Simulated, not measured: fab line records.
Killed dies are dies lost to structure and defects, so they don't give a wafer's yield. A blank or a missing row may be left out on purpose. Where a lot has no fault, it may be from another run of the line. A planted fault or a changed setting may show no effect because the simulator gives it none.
Matching of chambers    flow n5_finfet    N5_BEOL_M1_STRIP_19 on rie_diel-03 has 4 sister chambers
The step strips in O2. 24 wafers are shown with their chamber, then 12 later ones without.

## EACH WAFER AND ITS CHAMBER
wafer   chamber  drypump_motor_current_A (A)  showerhead_plenum_p_Torr (Torr)  throttle_valve_pct (%)
L079.2  2        5.1                          2.00                             16.89
L079.3  0        5.9                          2.23                             16.28
L079.4  2        5.1                          2.00                             16.90
L080.1  2        5.1                          2.00                             16.89
L080.2  0        5.9                          2.23                             16.29
L080.6  1        5.4                          2.18                             16.80
L084.1  3        6.2                          2.24                             16.62
L084.3  0        5.9                          2.23                             16.31
L084.5  2        5.1                          2.00                             16.89
L085.3  2        5.1                          1.99                             16.91
L085.5  3        6.2                          2.24                             16.62
L085.6  2        5.1                          2.00                             16.91
L088.1  3        6.3                          2.24                             16.63
L088.2  1        5.4                          2.18                             16.84
L088.4  0        5.9                          2.23                             16.32
L089.2  0        5.9                          2.23                             16.32
L089.4  2        5.1                          1.99                             16.92
L089.5  3        6.2                          2.24                             16.62
L092.3  0        5.9                          2.22                             16.34
L092.5  3        6.2                          2.23                             16.65
L092.6  2        5.1                          1.99                             16.95
L093.4  0        5.9                          2.22                             16.34
L093.5  2        5.1                          1.99                             16.94
L093.6  3        6.2                          2.23                             16.66

SIGNATURES (averages over the wafers above)
reading                   chamber 0  chamber 1  chamber 2  chamber 3  scatter within a chamber
drypump_motor_current_A   5.900      5.400      5.100      6.217      0.0204
showerhead_plenum_p_Torr  2.2271     2.1800     1.9956     2.2367     0.00499
throttle_valve_pct        16.3143    16.8200    16.9111    16.6333    0.0217
Rule: for a wafer and a chamber, the distance is found by dividing, reading by reading, the gap between the wafer's reading and the chamber's mean by the reading's scatter, squaring, summing and taking the root. The wafer belongs to the nearest chamber; if the next one is less than 2 further off, it can't be placed. The scatter: take each reading less its chamber's mean, square it, sum over the shown wafers, divide by the number of wafers less the number of chambers, and take the root.

## WAFERS WITH NO CHAMBER GIVEN
wafer   drypump_motor_current_A (A)  showerhead_plenum_p_Torr (Torr)  throttle_valve_pct (%)
L094.2  5.4                          2.17                             16.85
L094.4  6.2                          2.23                             16.65
L094.5  5.1                          1.99                             16.95
L095.1  5.9                          2.22                             16.35
L095.3  6.2                          2.23                             16.63
L095.6  5.4                          2.17                             16.84
L096.1  5.1                          1.99                             16.95
L096.2  5.4                          2.17                             16.87
L096.4  6.2                          2.23                             16.65
L097.1  5.9                          2.22                             16.35
L097.4  5.4                          2.17                             16.86
L097.6  6.2                          2.23                             16.66

## EACH ONE'S CHAMBER
wafer   from the rows above  in truth
L094.2  1                    1
L094.4  3                    3
L094.5  2                    2
L095.1  0                    0
L095.3  3                    3
L095.6  1                    1
L096.1  2                    2
L096.2  1                    1
L096.4  3                    3
L097.1  0                    0
L097.4  1                    1
L097.6  3                    3
Correct placement for 12 of the 12. Not placeable from these rows: 0. Wrongly placed: 0.
